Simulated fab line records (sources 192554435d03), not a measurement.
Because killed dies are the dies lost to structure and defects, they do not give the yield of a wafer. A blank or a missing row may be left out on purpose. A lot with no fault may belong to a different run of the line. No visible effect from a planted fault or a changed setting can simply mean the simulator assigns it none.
A struck lot beside a sound one / flow n5Finfet / 37 steps out of a route of 1938
Sound: wafers L315.1, L315.3, L315.6. Wafers L318.1, L318.3, L318.4 were the ones struck. Last of all comes the cause.
Order at every step that has rows: each side's tool, ch and its chambers, its first start. Under that, the readings that differ: sound wafers / struck wafers / difference of the means / sigmas: that difference in standard deviations of wafers without a fault.
alike: readings with means less than 2 such deviations apart, plus words and numbers identical on both sides. not compared: withheld readings, readings lacking a value on some wafer, bounds such as >300 that could conceal the same value, and numbers that have no deviation in the record and whose values overlap.
The two part at a step that has a row with sigmas, a row that says differs or no value, or rows on one side only. Numbers that don't overlap but have no deviation are shown without sigmas and don't part them. Lack of a reading on every wafer of one side parts them only where that side has two or more wafers.

first, 11 steps without rows for these wafers: N5_BEOL_M9_ETCH_66 (etches SOC in N2/H2, target depth 80 nm, overetch 16 nm, time 120 s); N5_BEOL_M9_STRIP_69 (strips in N2/H2); N5_BEOL_M9_STRIP_77 (strips in N2/H2); N5_BEOL_M9_VIA_ETCH_34 (etches SiCOH lowk in C4F6/O2, target depth 182.4 nm, time 68.4 s); N5_BEOL_M9_STRIP_73 (strips in C4F6/O2); N5_BEOL_M9_STRIP_36 (strips in N2/H2); N5_BEOL_M9_TRENCH_ETCH_37 (etches SiCOH lowk in C4F6/O2, target depth 151.43 nm, time 49 s); N5_BEOL_M9_ETCH_41 (etches SiCN in CH3F/O2, target depth 36.6 nm, time 70.1 s); N5_BEOL_M9_STRIP_80 (strips in N2/H2, time 10 s); N5_BEOL_M9_HM_STRIP_39 (strips TiN in peroxide tin strip, target depth 25 nm, time 158 s); N5_BEOL_M9_SRD_40 (time 30 s).
N5_BEOL_M9_PRECLEAN_42: cleans in residue remover, time 60 s.
  sound on wetBench-05 ch 1,2,7, day 13 10:18; struck on wetBench-02 ch 3,4,6, day 14 21:41
then, 24 steps without rows for these wafers: N5_BEOL_M9_SRD_43 (time 30 s); N5_BEOL_M9_CURE_72 (cures SiCOH lowk, time 120 s); N5_BEOL_M9_DEGAS_44 (time 60 s); N5_BEOL_M9_PRE_CLEAN_45 (time 30 s); N5_BEOL_M9_ALD_74 (deposits TaN, target thk 2 nm, pulse time 2 s, purge time 3 s); N5_BEOL_M9_SURFACE_TREAT_79; N5_BEOL_M9_CVD_78 (deposits Co from CCTBA/H2, target thk 2 nm, time 138.9 s); N5_BEOL_M9_SPUTTER_48 (material Cu, target thk 12 nm, time 2 s); N5_BEOL_M9_ECD_50 (material Cu, target thk 318 nm); N5_BEOL_M9_ANNEAL_51 (time 90 s); N5_BEOL_M9_CMP_52 (polishes, stops on SiCOH lowk, t overpolish 7 s, target thk 140 nm); N5_BEOL_M9_PRE_CLEAN_55 (time 15 s); N5_BEOL_M9_DEP_56 (deposits SiCN from 3MS/NH3, target thk 15 nm, time 26.5 s); N5_BEOL_M10_ILD_DEP_00 (deposits SiCOH lowk from DEMS/porogen, target thk 308.51 nm, time 58 s); N5_BEOL_M10_CURE_71 (cures SiCOH lowk, time 240 s); N5_BEOL_M10_PECVD_70 (deposits SiO2 from TEOS/O2, target thk 20 nm, time 22.7 s); N5_BEOL_M10_HM_DEP_02 (deposits TiN, target thk 20 nm); N5_BEOL_M10_COAT_59 (time 60 s, resist thk 100 nm); N5_BEOL_M10_COAT_60 (time 60 s, resist thk 30 nm); N5_BEOL_M10_COAT_05 (resist thk 90 nm); N5_BEOL_M10_EBR_07; N5_BEOL_M10_SOFTBAKE_06 (time 60 s); N5_BEOL_M10_EXPOSE_08 (exposes mask M10); N5_BEOL_M10_PEB_09 (peb time 60 s).
-- here the record skips 2 days between the struck wafers' starts before and after, leaving off in module BEOL_M10 and picking up in module PASSIVATION (first step shown: number 1936 of the route) --
N5_PASSIVATION_PROBE_49:
  record: rows for the struck wafers here (prober-02, day 17 09:07), none for the sound ones

WHERE THEY PART
Only at N5_PASSIVATION_PROBE_49, within this record.

WHY: the cause the simulator had injected
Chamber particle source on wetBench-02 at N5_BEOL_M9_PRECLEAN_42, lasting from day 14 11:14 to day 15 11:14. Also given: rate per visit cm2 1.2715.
